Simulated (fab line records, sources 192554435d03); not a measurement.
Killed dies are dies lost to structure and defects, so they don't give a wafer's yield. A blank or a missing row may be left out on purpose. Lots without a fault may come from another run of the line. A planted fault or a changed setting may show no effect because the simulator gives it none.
A struck lot beside a sound one | flow n5_finfet | 14 steps out of a route of 1938
Sound: wafers L810.2, L810.3, L810.4. Struck: wafers L817.1, L817.4, L817.6. The cause comes at the end.
At each step with rows: each side's tool, then ch and its chambers, then its first start. Under that, the readings that differ: sound wafers | struck wafers | difference of the means | sigmas: that difference in standard deviations of wafers without a fault.
alike: readings whose means differ by less than 2 such deviations, and words and numbers that are the same on both sides. not compared: withheld readings, readings that some wafer has no value for, bounds like >300 that may hide the same value, and numbers for which the record gives no deviation and whose values overlap.
The two part at a step that has a row with sigmas, a row that says differs or no value, or rows on one side only. Numbers that don't overlap but have no deviation are shown without sigmas and don't part them. A reading that every wafer of one side lacks parts them only if that side has two wafers or more.

N5_MOL_CONTACT_COAG_STRIP_119: strips in N2/H2, time 30 s.
  sound on plasma_asher-01 ch 0,1, day 8 13:47; struck on plasma_asher-02 ch 0,1, day 10 02:23
  alike: drypump_motor_current_A, h2_flow_sccm, heater_power_w, n2_flow_sccm, temp_c
  not compared: rf_hours_counter_h
then, 2 steps without rows for these wafers: N5_MOL_CONTACT_COAG_PRECLEAN_144 (cleans in alkaline clean, time 60 s); N5_MOL_CONTACT_COAG_SRD_145 (time 30 s).
N5_MOL_CONTACT_COAG_CD_MEAS_137: target cd 16 nm.
  sound on cd_sem-02, day 8 13:59; struck on cd_sem-03, day 10 02:33
  alike: cd_nm
then, 8 steps without rows for these wafers: N5_MOL_CONTACT_COAG_COAT_62 (time 60 s, resist thk 60 nm); N5_MOL_CONTACT_COAG_COAT_63 (time 60 s, resist thk 10 nm); N5_MOL_CONTACT_COAG_COAT_64 (time 60 s, resist thk 10 nm); N5_MOL_CONTACT_COAG_COAT_34 (resist thk 40 nm); N5_MOL_CONTACT_COAG_EBR_36; N5_MOL_CONTACT_COAG_SOFTBAKE_35 (time 60 s); N5_MOL_CONTACT_COAG_EXPOSE_37 (exposes mask VD, defocus 0 nm); N5_MOL_CONTACT_COAG_PEB_38 (peb time 60 s).
N5_MOL_CONTACT_COAG_DEVELOP_39: develop time 30 s.
  sound on litho_track-03 ch 0, day 8 14:22; struck on litho_track-04, day 10 02:49
  no value came back on the struck wafers for chill_plate_temp_C (C), develop_time_s (s); on the sound wafers chill_plate_temp_C (C) reads 23.11 23.21 23.07
  reading                                               | sound          | struck   | difference | sigmas
  model.CAR-EUV_of_MOL_CONTACT_COAG_COAT_34.thk_nm (nm) | 39.6 39.6 39.6 | 40 40 40 | +0         |
N5_MOL_CONTACT_COAG_CD_MEAS_40: target cd 25.1 nm.
  sound on cd_sem-03 ch 0, day 8 14:26; struck on cd_sem-02 ch 0, day 10 02:52
  reading    | sound             | struck | difference                    | sigmas
  cd_nm (nm) | 25.02 25.15 25.59 | - - -  | no value on the struck wafers |

WHERE THEY PART
First at N5_MOL_CONTACT_COAG_DEVELOP_39; last, within this record, at N5_MOL_CONTACT_COAG_CD_MEAS_40.

WHY: what the simulator had put in
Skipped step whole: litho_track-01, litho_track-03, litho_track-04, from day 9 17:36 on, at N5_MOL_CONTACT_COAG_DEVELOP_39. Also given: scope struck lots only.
